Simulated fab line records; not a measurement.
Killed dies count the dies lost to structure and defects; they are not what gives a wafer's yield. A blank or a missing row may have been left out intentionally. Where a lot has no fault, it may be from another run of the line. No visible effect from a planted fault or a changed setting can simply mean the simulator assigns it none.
Matching of chambers | flow nandHarc | cmp-04 running NHARC_A_CHANNEL_FILL_D1_CMP_10: 4 sister chambers
The step polishes, target thk 150 nm. 8 wafers are shown with their chamber, then 11 later ones without.

WAFERS PAIRED WITH THEIR CHAMBERS
wafer  | chamber | motorCurrentA (A) | timeToEndpointS (s)
L079.1 | 3       | 11.8              | 15.3
L086.4 | 3       | 11.7              | 15.9
L087.3 | 1       | 11.9              | 16.5
L087.4 | 0       | 10.5              | 15.4
L089.2 | 2       | 14.0              | 16.1
L089.4 | 1       | 12.1              | 17.5
L089.5 | 0       | 11.0              | 14.7
L090.2 | 2       | 14.5              | 15.6

WAFERS WITH NO CHAMBER GIVEN
wafer  | motorCurrentA (A) | timeToEndpointS (s)
L090.4 | 10.5              | 17.0
L090.5 | 10.8              | 18.4
L090.1 | 12.2              | 15.4
L090.3 | 12.7              | 20.2
L090.6 | 12.0              | 19.7
L093.1 | 11.3              | 15.6
L093.3 | 14.1              | 16.3
L093.4 | 11.6              | 13.4
L094.1 | 11.5              | 15.6
L094.2 | 13.7              | 17.0
L094.5 | 11.5              | 15.0

WHICH CHAMBER EACH ONE RAN IN
wafer  | from the rows above          | in truth
L090.4 | can't be placed: 0 or 3 or 1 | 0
L090.5 | can't be placed: 1 or 0 or 3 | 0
L090.1 | can't be placed: 3 or 1      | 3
L090.3 | 1                            | 1
L090.6 | 1                            | 1
L093.1 | can't be placed: 3 or 0      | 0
L093.3 | 2                            | 2
L093.4 | can't be placed: 3 or 0      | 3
L094.1 | 3                            | 3
L094.2 | 2                            | 2
L094.5 | can't be placed: 3 or 0      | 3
Correct placement for 5 of the 11. Unplaceable from these rows: 6, with the true chamber sitting among the candidates in 6. 0 placed wrongly.
How it was worked out, from the rows above alone: a wafer's distance from a chamber is the root of the sum, over the readings, of the square of ((its reading less the chamber's mean) divided by the reading's scatter). The wafer belongs to the nearest chamber; if the next one is less than 2 further off, it can't be placed. Each chamber's mean is taken over the wafers shown for it. The scatter: the root of (the sum of the squares of (reading less its chamber's mean) over the shown wafers, divided by (wafers less chambers)).
